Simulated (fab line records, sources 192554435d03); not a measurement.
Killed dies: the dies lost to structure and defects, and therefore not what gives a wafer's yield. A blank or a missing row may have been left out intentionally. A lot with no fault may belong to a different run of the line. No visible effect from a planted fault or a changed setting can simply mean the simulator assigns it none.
Matching of chambers | flow n5-finfet | pecvd-04 running N5_BEOL_M6_ILD_DEP_00: 3 sister chambers
The step deposits SiCOH lowk from DEMS/porogen, target thk 179.75 nm, time 33.4 s. 3 wafers are shown with their chamber, then 11 later ones without.

== WAFERS WITH THEIR CHAMBER ==
wafer  | chamber | throttle-valve-pct (%)
L086.1 | 0       | 14.1
L086.2 | 2       | 12.3
L087.1 | 1       | 15.1

== WAFERS WHOSE CHAMBER IS MISSING ==
wafer  | throttle-valve-pct (%)
L087.5 | 13.6
L087.6 | 15.2
L093.2 | 15.0
L093.5 | 14.0
L093.6 | 15.1
L096.1 | 14.7
L096.2 | 13.7
L096.5 | 15.1
L097.1 | 15.2
L097.2 | 14.1
L097.5 | 12.3

== CHAMBER TAKEN BY EACH ==
wafer  | from the rows above     | in truth
L087.5 | 0                       | 0
L087.6 | 1                       | 1
L093.2 | 1                       | 1
L093.5 | 0                       | 0
L093.6 | 1                       | 1
L096.1 | can't be placed: 1 or 0 | 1
L096.2 | 0                       | 0
L096.5 | 1                       | 1
L097.1 | 1                       | 1
L097.2 | 0                       | 0
L097.5 | 2                       | 2
10 of 11 placed correctly. Unplaceable from these rows: 1, with the true chamber sitting among the candidates in 1. 0 placed wrongly.
How it was worked out, from the rows above alone: a wafer's distance from a chamber is the root of the sum, over the readings, of the square of ((its reading less the chamber's mean) divided by the reading's scatter). The wafer belongs to the nearest chamber; if the next one is less than 2 further off, it can't be placed. Each chamber's mean is taken over the wafers shown for it. The scatter: root of mean squared gap, hidden wafer to nearest shown wafer, with one shown wafer a chamber.
